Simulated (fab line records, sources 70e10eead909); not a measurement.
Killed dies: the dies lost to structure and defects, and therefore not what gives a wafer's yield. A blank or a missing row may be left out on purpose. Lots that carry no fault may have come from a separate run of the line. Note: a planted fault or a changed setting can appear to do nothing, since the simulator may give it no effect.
Which tool did it? | flow nand_harc | 6 lots, 18 wafers sampled, at 1 step of a route of 1302

## WHAT EACH GAUGE READ, for each wafer
NHARC_P_STI_OCD_MEAS_17.
lot  | measured     | on     | trench_depth_nm (nm)
L121 | day 3 09:43  | ocd-01 | 293 305 295
L123 | day 4 01:39  | ocd-01 | 302 300 308
L125 | day 4 22:46  | ocd-01 | 304 295 303
L130 | day 7 05:59  | ocd-02 | 301 310 299
L133 | day 8 06:13  | ocd-01 | 300 309 305
L138 | day 10 09:10 | ocd-01 | 301 307 300

## WHAT TOOL EACH LOT RAN ON (gives the tool, then ch and the chambers of the sampled wafers, and finally the start)
The record holds no process step before these readings.

## THE ANSWER, worked out from the rows above alone
Rule: what is usual is taken from the lots themselves. Put in order of their means at a reading, lots are off if they are a third of the lots or fewer, leave a main group of 4 or more, and stand apart from it by a gap of 3 or more times the standard deviation of the main group's means; of several such gaps the widest counts. If all means in a main group match to the digits the tables above print for the reading, that group is not used. A lot without any number at a reading at which 4 lots or more have one is off too. The other lots that the step has rows for count as sound.
No lot is off at any reading shown: from this, nothing can be told.

## WHAT THE SIMULATOR HAD INSERTED
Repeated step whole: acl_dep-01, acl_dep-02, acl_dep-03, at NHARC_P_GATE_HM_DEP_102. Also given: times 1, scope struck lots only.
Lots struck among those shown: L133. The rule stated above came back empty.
